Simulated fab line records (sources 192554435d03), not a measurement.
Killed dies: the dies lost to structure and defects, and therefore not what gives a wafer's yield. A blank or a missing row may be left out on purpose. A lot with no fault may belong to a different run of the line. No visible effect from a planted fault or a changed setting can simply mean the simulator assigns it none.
Chamber matching || flow n5 finfet || uv cure-01 running N5_BEOL_M7_CURE_74: 3 sister chambers
The step cures SiCOH lowk, time 240 s. 3 wafers are shown with their chamber, then 7 later ones without.

## WAFERS, EACH WITH ITS CHAMBER
{"wafer": "L093.6", "chamber": 2, "wafer_temp_C_max": 386.8}
{"wafer": "L092.6", "chamber": 0, "wafer_temp_C_max": 386.0}
{"wafer": "L094.2", "chamber": 1, "wafer_temp_C_max": 386.6}

## WAFERS WHOSE CHAMBER IS MISSING
{"wafer": "L094.3", "wafer_temp_C_max": 387.0}
{"wafer": "L094.4", "wafer_temp_C_max": 386.7}
{"wafer": "L094.5", "wafer_temp_C_max": 386.8}
{"wafer": "L094.6", "wafer_temp_C_max": 386.7}
{"wafer": "L096.2", "wafer_temp_C_max": 386.1}
{"wafer": "L096.3", "wafer_temp_C_max": 386.3}
{"wafer": "L096.5", "wafer_temp_C_max": 387.1}

## CHAMBER TAKEN BY EACH
{"wafer": "L094.3", "from the rows above": "can't be placed: 2 or 1", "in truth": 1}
{"wafer": "L094.4", "from the rows above": "can't be placed: 1 or 2", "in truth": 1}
{"wafer": "L094.5", "from the rows above": "can't be placed: 2 or 1", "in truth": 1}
{"wafer": "L094.6", "from the rows above": "can't be placed: 1 or 2", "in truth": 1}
{"wafer": "L096.2", "from the rows above": 0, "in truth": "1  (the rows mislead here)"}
{"wafer": "L096.3", "from the rows above": "can't be placed: 0 or 1 or 2", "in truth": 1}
{"wafer": "L096.5", "from the rows above": "can't be placed: 2 or 1", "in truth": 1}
Correctly placed: 0 of 7. Cannot be placed on the basis of these rows: 6; the candidates contain the true chamber in 6. Wrongly placed: 1.
How it was worked out, from the rows above alone: a wafer's distance from a chamber is the root of the sum, over the readings, of the square of ((its reading less the chamber's mean) divided by the reading's scatter). The wafer belongs to the nearest chamber; if the next one is less than 2 further off, it can't be placed. A chamber's mean is the mean of its shown wafers. The scatter (one wafer shown for each chamber): square how far every hidden wafer sits from the nearest shown wafer, average those squares and take the square root.
